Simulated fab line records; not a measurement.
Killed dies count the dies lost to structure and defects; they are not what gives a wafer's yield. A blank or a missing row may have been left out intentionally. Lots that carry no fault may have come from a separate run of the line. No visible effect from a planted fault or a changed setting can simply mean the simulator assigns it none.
Which tool did it? :: flow n5Finfet :: 18 lots, 54 wafers sampled, at 2 steps of a route of 1938

## WHAT EACH GAUGE READ, for each wafer
N5_BEOL_M6_OVL_MEAS_29.
lot: L074
measured: day 9 19:19
on: overlay-01
V5_OVL (nm): 0.8 0.4 1.0

lot: L076
measured: day 10 06:20
on: overlay-01
V5_OVL (nm): 0.2 0.4 0.7

lot: L075
measured: day 10 06:22
on: overlay-02
V5_OVL (nm): 0.1 0.3 0.1

lot: L079
measured: day 11 04:11
on: overlay-01
V5_OVL (nm): -0.7 0.2 0.2

lot: L077
measured: day 11 04:12
on: overlay-02
V5_OVL (nm): -2.1 -0.4 -1.5

lot: L081
measured: day 11 06:03
on: overlay-02
V5_OVL (nm): -0.6 0.8 0.0

lot: L080
measured: day 11 11:42
on: overlay-02
V5_OVL (nm): -0.2 1.0 0.6

lot: L083
measured: day 12 03:19
on: overlay-02
V5_OVL (nm): -0.9 -1.1 -1.5

lot: L084
measured: day 12 17:56
on: overlay-01
V5_OVL (nm): -0.7 -0.2 0.3

lot: L085
measured: day 13 03:50
on: overlay-02
V5_OVL (nm): -1.2 -0.7 -0.6

lot: L086
measured: day 13 05:30
on: overlay-02
V5_OVL (nm): 0.6 -0.9 -0.9

lot: L087
measured: day 13 10:27
on: overlay-01
V5_OVL (nm): 0.0 1.0 0.9

lot: L090
measured: day 14 04:24
on: overlay-01
V5_OVL (nm): 0.4 0.4 -0.3

lot: L092
measured: day 14 11:43
on: overlay-01
V5_OVL (nm): -0.9 -0.6 -0.3

lot: L094
measured: day 14 23:51
on: overlay-01
V5_OVL (nm): 0.7 0.5 -0.5

lot: L095
measured: day 16 00:00
on: overlay-02
V5_OVL (nm): -0.4 -0.3 -0.2

lot: L096
measured: day 16 01:51
on: overlay-02
V5_OVL (nm): 0.0 0.8 -0.3

lot: L097
measured: day 16 06:54
on: overlay-01
V5_OVL (nm): 0.2 -0.8 0.5

## EACH LOT AND THE TOOL THAT RAN IT (in order: tool; ch and the chambers of the sampled wafers; start)
lot: L074
N5_BEOL_M6_DESCUM_16: rieDiel-04 ch 1,3, day 9 18:15

lot: L076
N5_BEOL_M6_DESCUM_16: rieDiel-03 ch 0,1,2, day 10 02:54

lot: L075
N5_BEOL_M6_DESCUM_16: rieDiel-01 ch 2,3, day 10 03:46

lot: L079
N5_BEOL_M6_DESCUM_16: rieDiel-01 ch 2,3, day 11 01:25

lot: L077
N5_BEOL_M6_DESCUM_16: rieDiel-03 ch 2,3, day 11 01:32

lot: L081
N5_BEOL_M6_DESCUM_16: rieDiel-03 ch 2,3, day 11 05:15

lot: L080
N5_BEOL_M6_DESCUM_16: rieDiel-03 ch 0,2, day 11 10:41

lot: L083
N5_BEOL_M6_DESCUM_16: rieDiel-01 ch 1,3, day 12 01:42

lot: L084
N5_BEOL_M6_DESCUM_16: rieDiel-03 ch 1,2,3, day 12 16:05

lot: L085
N5_BEOL_M6_DESCUM_16: rieDiel-03 ch 0,2, day 13 02:52

lot: L086
N5_BEOL_M6_DESCUM_16: rieDiel-01 ch 1,2,3, day 13 03:02

lot: L087
N5_BEOL_M6_DESCUM_16: rieDiel-03 ch 0,1, day 13 06:56

lot: L090
N5_BEOL_M6_DESCUM_16: rieDiel-01 ch 1,2, day 14 03:01

lot: L092
N5_BEOL_M6_DESCUM_16: rieDiel-01 ch 1,2,3, day 14 10:44

lot: L094
N5_BEOL_M6_DESCUM_16: rieDiel-01 ch 0,1,2, day 14 21:53

lot: L095
N5_BEOL_M6_DESCUM_16: rieDiel-04 ch 2,3, day 15 21:37

lot: L096
N5_BEOL_M6_DESCUM_16: rieDiel-03 ch 0,1,3, day 16 00:50

lot: L097
N5_BEOL_M6_DESCUM_16: rieDiel-01 ch 0,1,3, day 16 04:55
- N5_BEOL_M6_DESCUM_16: chemistry O2, time 7.9 s.

## AS READ BY THE TOOLS THEMSELVES (means over the sampled wafers that have a number; for cases with no such wafer, the mark the record gives instead)
N5_BEOL_M6_DESCUM_16.
lot: L074
tool: rieDiel-04
chamberPressureMTorr (mTorr): 19.996
drypumpMotorCurrentA (A): 5.4
oesProductAu (a.u.): 0.91
rfVppV (V): 245.5
showerheadPlenumPTorr (Torr): 2.22
throttleValvePct (%): 20.20

lot: L076
tool: rieDiel-03
chamberPressureMTorr (mTorr): 20.012
drypumpMotorCurrentA (A): 5.8
oesProductAu (a.u.): 0.84
rfVppV (V): 242.0
showerheadPlenumPTorr (Torr): 2.07
throttleValvePct (%): 20.32

lot: L075
tool: rieDiel-01
chamberPressureMTorr (mTorr): 20.002
drypumpMotorCurrentA (A): 5.7
oesProductAu (a.u.): 0.89
rfVppV (V): 244.0
showerheadPlenumPTorr (Torr): 2.17
throttleValvePct (%): 20.37

lot: L079
tool: rieDiel-01
chamberPressureMTorr (mTorr): 20.002
drypumpMotorCurrentA (A): 6.0
oesProductAu (a.u.): 0.86
rfVppV (V): 243.3
showerheadPlenumPTorr (Torr): 2.11
throttleValvePct (%): 20.45

lot: L077
tool: rieDiel-03
chamberPressureMTorr (mTorr): 19.991
drypumpMotorCurrentA (A): 5.0
oesProductAu (a.u.): 0.71
rfVppV (V): 242.9
showerheadPlenumPTorr (Torr): 2.10
throttleValvePct (%): 20.68

lot: L081
tool: rieDiel-03
chamberPressureMTorr (mTorr): 19.993
drypumpMotorCurrentA (A): 5.0
oesProductAu (a.u.): 0.70
rfVppV (V): 243.1
showerheadPlenumPTorr (Torr): 2.10
throttleValvePct (%): 20.69

lot: L080
tool: rieDiel-03
chamberPressureMTorr (mTorr): 20.032
drypumpMotorCurrentA (A): 5.4
oesProductAu (a.u.): 0.78
rfVppV (V): 241.9
showerheadPlenumPTorr (Torr): 1.99
throttleValvePct (%): 20.38

lot: L083
tool: rieDiel-01
chamberPressureMTorr (mTorr): 20.003
drypumpMotorCurrentA (A): 5.9
oesProductAu (a.u.): 0.84
rfVppV (V): 243.6
showerheadPlenumPTorr (Torr): 2.10
throttleValvePct (%): 20.47

lot: L084
tool: rieDiel-03
chamberPressureMTorr (mTorr): 19.993
drypumpMotorCurrentA (A): 5.5
oesProductAu (a.u.): 0.74
rfVppV (V): 243.2
showerheadPlenumPTorr (Torr): 2.11
throttleValvePct (%): 20.57

lot: L085
tool: rieDiel-03
chamberPressureMTorr (mTorr): 19.993
drypumpMotorCurrentA (A): 5.4
oesProductAu (a.u.): 0.77
rfVppV (V): 241.6
showerheadPlenumPTorr (Torr): 1.99
throttleValvePct (%): 20.40

lot: L086
tool: rieDiel-01
chamberPressureMTorr (mTorr): 19.986
drypumpMotorCurrentA (A): 5.6
oesProductAu (a.u.): 0.85
rfVppV (V): 244.1
showerheadPlenumPTorr (Torr): 2.16
throttleValvePct (%): 20.42

lot: L087
tool: rieDiel-03
chamberPressureMTorr (mTorr): 19.999
drypumpMotorCurrentA (A): 5.8
oesProductAu (a.u.): 0.87
rfVppV (V): 243.0
showerheadPlenumPTorr (Torr): 2.09
throttleValvePct (%): 20.21

lot: L090
tool: rieDiel-01
chamberPressureMTorr (mTorr): 19.990
drypumpMotorCurrentA (A): 5.2
oesProductAu (a.u.): 0.83
rfVppV (V): 245.0
showerheadPlenumPTorr (Torr): 2.21
throttleValvePct (%): 20.39

lot: L092
tool: rieDiel-01
chamberPressureMTorr (mTorr): 19.989
drypumpMotorCurrentA (A): 5.6
oesProductAu (a.u.): 0.83
rfVppV (V): 243.7
showerheadPlenumPTorr (Torr): 2.15
throttleValvePct (%): 20.45

lot: L094
tool: rieDiel-01
chamberPressureMTorr (mTorr): 20.010
drypumpMotorCurrentA (A): 5.4
oesProductAu (a.u.): 0.80
rfVppV (V): 244.9
showerheadPlenumPTorr (Torr): 2.17
throttleValvePct (%): 20.39

lot: L095
tool: rieDiel-04
chamberPressureMTorr (mTorr): 19.993
drypumpMotorCurrentA (A): 6.1
oesProductAu (a.u.): 0.78
rfVppV (V): 243.9
showerheadPlenumPTorr (Torr): 2.13
throttleValvePct (%): 20.38

lot: L096
tool: rieDiel-03
chamberPressureMTorr (mTorr): 19.997
drypumpMotorCurrentA (A): 5.6
oesProductAu (a.u.): 0.88
rfVppV (V): 244.3
showerheadPlenumPTorr (Torr): 2.12
throttleValvePct (%): 20.34

lot: L097
tool: rieDiel-01
chamberPressureMTorr (mTorr): 19.984
drypumpMotorCurrentA (A): 5.7
oesProductAu (a.u.): 0.78
rfVppV (V): 243.3
showerheadPlenumPTorr (Torr): 2.11
throttleValvePct (%): 20.48

## THE ANSWER, worked out from the rows above alone
Rule: the usual values come from the lots themselves. The widest of any qualifying gaps counts: lots, ordered by their means at a reading, are off when they make up no more than a third of the lots, leave a main group of 4 or more, and stand apart from it by 3 or more times the standard deviation of that group's means. A main group whose means are all the same, to the digits that the tables above print for the reading, isn't used. A lot without any number at a reading at which 4 lots or more have one is off too. The other lots that the step has rows for count as sound. The gauges are gone through in route order, then the tools' own readings, and for those a lot's mean is taken as printed above. At the first step where some lot is off, the reading lying furthest off is the one used; lots without a number count as furthest.
Nothing can be told from this: no lot is off at any reading shown.

## WHAT THE SIMULATOR PUT IN
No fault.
